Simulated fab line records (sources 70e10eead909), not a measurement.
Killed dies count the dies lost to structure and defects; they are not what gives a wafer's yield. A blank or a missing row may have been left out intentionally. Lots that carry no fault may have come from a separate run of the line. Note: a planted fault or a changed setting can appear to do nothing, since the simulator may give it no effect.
Struck lot and sound lot, side by side ; flow nand-harc ; 14 out of 1302 route steps
Sound: the wafers L750.1, L750.4, L750.5. Struck: wafer L760.5 (left out: L760.2, L760.6 of the same lot, which were not struck); the cause appears at the end.
Each step with rows lists, per side, the tool, then ch with its chambers, then its first start. Under that, the readings that differ: sound wafers ; struck wafers ; difference of the means ; sigmas: that difference in standard deviations of wafers without a fault.
alike: words and numbers the same on both sides, and readings whose means are apart by under 2 such deviations; not compared: readings that were withheld, readings missing a value for some wafer, numbers with overlapping values and no deviation given by the record, and bounds like >300 which may hide the same value.
A row with sigmas, a row that says differs or no value, or rows on one side alone: a step with any of these is where the two part. Numbers that don't overlap but have no deviation are shown without sigmas and don't part them. A reading that every wafer of one side lacks parts them only if that side has two wafers or more.

first, 7 steps without rows for these wafers: NHARC_P_BONDPAD_COAT_36 (time 65 s); NHARC_P_BONDPAD_COAT_03 (resist thk 600 nm); NHARC_P_BONDPAD_SOFTBAKE_04 (time 70 s); NHARC_P_BONDPAD_EBR_05; NHARC_P_BONDPAD_EXPOSE_06 (exposes mask P BPAD); NHARC_P_BONDPAD_PEB_07 (peb time 80 s); NHARC_P_BONDPAD_DEVELOP_08 (time 50 s).
NHARC_P_BONDPAD_CD_MEAS_09: the cd target is 500 nm.
  sound on cd-sem-02 ch 0, day 7 02:06; struck on cd-sem-02 ch 0, day 11 05:04
reading;sound;struck;difference;sigmas
cd-nm (nm);501.8 499.1 501.2;496.1;-4.6;-3
NHARC_P_BONDPAD_OVL_MEAS_38:
  sound on overlay-02 at day 7 02:11; struck on overlay-02 at day 11 05:09
  alike: overlay-x-nm, overlay-y-nm
then, 1 step without rows for these wafers: NHARC_P_BONDPAD_HARDBAKE_10 (time 65 s).
NHARC_P_BONDPAD_DESCUM_11: chemistry O2, time 3 s.
  sound on rie-diel-03 ch 0,1,2, day 7 02:19; struck on rie-diel-06 ch 1, day 11 05:17
reading;sound;struck;difference;sigmas
drypump-motor-current-A (A);5.3 5.5 5.9;6.5;+0.9;+2
throttle-valve-pct (%);11.304 11.303 11.298;11.322;+0.020;+2
  alike: oes-product-au, rf-vpp-V, showerhead-plenum-p-Torr
  not compared: rf-hours-counter-h
NHARC_P_BONDPAD_ETCH_37: etches the open film in N2/H2, target depth 60 nm, overetch 18 nm, time 65.91 s.
  sound on rie-diel-03 ch 1,2, day 7 02:24; struck on rie-diel-06 ch 2, day 11 05:22
reading;sound;struck;difference;sigmas
oes-product-au (a.u.);0.979 1.003 0.975;1.008;+0.022;+2
rf-fwd-power-W (W);394.1 395.7 396.3;399.5;+4.1;+3
rf-vpp-V (V);426.0 427.2 426.3;434.1;+7.6;+3
showerhead-plenum-p-Torr (Torr);1.89 1.91 1.89;2.21;+0.31;+3
  alike: drypump-motor-current-A, throttle-valve-pct
  not compared: rf-hours-counter-h
NHARC_P_BONDPAD_ETCH_12: etches the open film in CHF3/O2, target depth 200 nm, time 100 s.
  sound on rie-diel-03 ch 0,2, day 7 02:29; struck on rie-diel-06 ch 0, day 11 05:27
reading;sound;struck;difference;sigmas
oes-product-au (a.u.);0.924 0.911 0.912;0.844;-0.072;-3
  alike: drypump-motor-current-A, rf-fwd-power-W, rf-vpp-V, showerhead-plenum-p-Torr, throttle-valve-pct
  not compared: rf-hours-counter-h
NHARC_P_BONDPAD_CD_MEAS_13:
  sound on cd-sem-03 at day 7 02:38; struck on cd-sem-01 at day 11 05:35
reading;sound;struck;difference;sigmas
cd-nm (nm);501.1 497.3 499.8;494.2;-5.2;-3

## WHERE THEY PART
Earliest at NHARC_P_BONDPAD_CD_MEAS_09; latest, in this record, at NHARC_P_BONDPAD_CD_MEAS_13.

WHY: the cause the simulator had injected
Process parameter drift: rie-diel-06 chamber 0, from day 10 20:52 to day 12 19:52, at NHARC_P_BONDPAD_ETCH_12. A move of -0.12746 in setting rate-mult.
